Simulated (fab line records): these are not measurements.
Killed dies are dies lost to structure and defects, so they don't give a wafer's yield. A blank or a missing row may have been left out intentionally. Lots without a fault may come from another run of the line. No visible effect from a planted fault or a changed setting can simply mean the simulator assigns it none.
A lot that was struck, set against a sound lot || flow nand-harc || 17 steps out of a route of 1159
Sound: the wafers L344.1, L344.5, L344.6. Struck: wafer L346.1 (left out: L346.2, L346.3 of the same lot, which were not struck); the cause appears at the end.
For every step that has rows: the tool of each side, followed by ch and its chambers, followed by its first start. Under that, the readings that differ: sound wafers || struck wafers || difference of the means || sigmas: that difference in standard deviations of wafers without a fault.
alike: a reading whose means differ by less than 2 such deviations, as well as words and numbers matching on both sides. not compared: withheld readings; readings where some wafer has no value; bounds like >300 that might hide an equal value; numbers whose values overlap and for which the record gives no deviation.
A row with sigmas, a row that says differs or no value, or rows on one side alone: a step with any of these is where the two part. Numbers that don't overlap but have no deviation are shown without sigmas and don't part them. A reading that every wafer of one side lacks parts them only if that side has two wafers or more.

NHARC_P_M2_INSPECT_11:
  sound: defect-inspect-02 at day 6 14:52; struck: defect-inspect-02 at day 7 08:32
  alike: raw-defect-count
then, 3 steps without rows for these wafers: NHARC_P_M2_DESCUM_14 (chemistry O2, time 3 s); NHARC_P_M2_ETCH_35 (etches the open film in N2/H2, target depth 40 nm, overetch 12 nm, time 43.94 s); NHARC_P_M2_ETCH_15 (etches the open film in C4F8/Ar, target depth 182.5 nm, time 91.2 s).
NHARC_P_M2_CD_MEAS_16:
  sound: cd-sem-01 at day 6 15:14; struck: cd-sem-02 at day 7 08:54
  alike: cd-nm
NHARC_P_M2_STRIP_18: strips in N2/H2.
  sound on rie-diel-04 ch 1,2, day 6 15:20; struck on rie-diel-04 ch 0, day 7 08:59
  alike: drypump-motor-current-A, oes-product-au, rf-vpp-V, showerhead-plenum-p-Torr, throttle-valve-pct
  not compared: rf-hours-counter-h
NHARC_P_M2_ETCH_28: etches the open film in CF4/N2, target depth 30 nm, time 72.99 s.
  sound: rie-diel-04 ch 0,2,3; struck: rie-diel-04 ch 2
  alike: drypump-motor-current-A, oes-product-au, rf-vpp-V, showerhead-plenum-p-Torr, throttle-valve-pct
  not compared: rf-hours-counter-h
then, 2 steps without rows for these wafers: NHARC_P_M2_STRIP_19 (strips in post etch residue remover, time 600 s); NHARC_P_M2_DEGAS_29 (time 60 s).
NHARC_P_M2_PRE_CLEAN_30: time 30 s.
  sound on pvd-sputter-03; struck on pvd-sputter-01
  alike: heater-power-w, susceptor-temp-C
NHARC_P_M2_PVD_20: deposits TaN, target thk 5 nm, time 8.06 s.
  sound on pvd-sputter-03; struck on pvd-sputter-01
  alike: throttle-valve-pct
NHARC_P_M2_PVD_21: deposits Cu, target thk 30 nm, time 20.49 s.
  sound on pvd-sputter-03; struck on pvd-sputter-01
  alike: throttle-valve-pct
NHARC_P_M2_ECD_22: material Cu, target thk 400 nm.
  sound on ecd-cu-02 ch 0,1, day 6 16:18; struck on ecd-cu-02 ch 0, day 7 09:58
  alike: bath-temp-c
then, 1 step without rows for these wafers: NHARC_P_M2_ANNEAL_31 (time 90 s).
NHARC_P_M2_CMP_23: polishes, t overpolish 20 s, target thk 144.3 nm.
  sound on cmp-01 ch 0,3, day 6 17:03; struck on cmp-02 ch 2, day 7 10:44
{"reading": "time-to-endpoint-s (s)", "sound": "28.9 30.9 27.9", "struck": 40.5, "difference": "+11.3", "sigmas": "+6"}
  alike: motor-current-A, slurry-filter-dp-kPa
NHARC_P_M2_THK_MEAS_24: measures by xrf.
  sound: film-metro-02 at day 6 17:22; struck: film-metro-01 at day 7 11:01
  alike: thk-nm
next, for these wafers, 1 step has no rows: NHARC_END_SORT_01.

WHERE THEY PART
Only at NHARC_P_M2_CMP_23, as far as this record shows. Later steps at which nothing parts them and some readings are alike: NHARC_P_M2_THK_MEAS_24.

WHY: what the simulator had put in
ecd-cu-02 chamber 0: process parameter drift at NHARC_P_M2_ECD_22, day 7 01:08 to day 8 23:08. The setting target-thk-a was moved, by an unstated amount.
